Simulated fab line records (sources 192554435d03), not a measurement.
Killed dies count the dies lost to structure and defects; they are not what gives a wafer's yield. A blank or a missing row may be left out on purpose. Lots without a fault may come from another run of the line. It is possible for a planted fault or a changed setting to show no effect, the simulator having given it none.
Matching of chambers | flow n5 finfet | 4 sister chambers for N5_BEOL_M0_CUTY_DESCUM_61 on rie diel-01
The step chemistry O2, time 7.9 s. 8 wafers are shown with their chamber, then 7 later ones without.

== WAFERS, EACH WITH ITS CHAMBER ==
wafer  | chamber | showerhead plenum p Torr (Torr) | oes product au (a.u.)
L077.6 | 2       | 2.16                            | 0.95
L078.2 | 0       | 2.15                            | 0.87
L078.6 | 2       | 2.16                            | 0.95
L079.2 | 0       | 2.15                            | 0.87
L079.3 | 1       | 2.12                            | 0.86
L079.4 | 3       | 2.17                            | 0.70
L084.2 | 3       | 2.16                            | 0.68
L084.4 | 1       | 2.12                            | 0.83

== WAFERS WITH NO CHAMBER GIVEN ==
wafer  | showerhead plenum p Torr (Torr) | oes product au (a.u.)
L084.6 | 2.16                            | 0.68
L087.1 | 2.16                            | 0.68
L087.2 | 2.12                            | 0.84
L087.3 | 2.16                            | 0.90
L091.1 | 2.16                            | 0.67
L091.3 | 2.11                            | 0.83
L091.6 | 2.11                            | 0.83

== WHICH CHAMBER EACH WENT THROUGH ==
wafer  | from the rows above     | in truth
L084.6 | 3                       | 3
L087.1 | 3                       | 3
L087.2 | 1                       | 1
L087.3 | can't be placed: 0 or 2 | 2
L091.1 | 3                       | 3
L091.3 | 1                       | 1
L091.6 | 1                       | 1
Placed correctly: 6 of 7. Can't be placed from these rows: 1 (the true chamber is among the candidates in 1). Placed wrongly: 0.
How it was worked out, from the rows above alone: a wafer's distance from a chamber is the root of the sum, over the readings, of the square of ((its reading less the chamber's mean) divided by the reading's scatter). The wafer belongs to the nearest chamber; if the next one is less than 2 further off, it can't be placed. For every chamber, the mean is computed from those of its wafers that are shown. How the scatter is found: for the shown wafers, subtract from each reading the mean of its chamber, square and add these, divide the total by (wafers less chambers), then take the root.
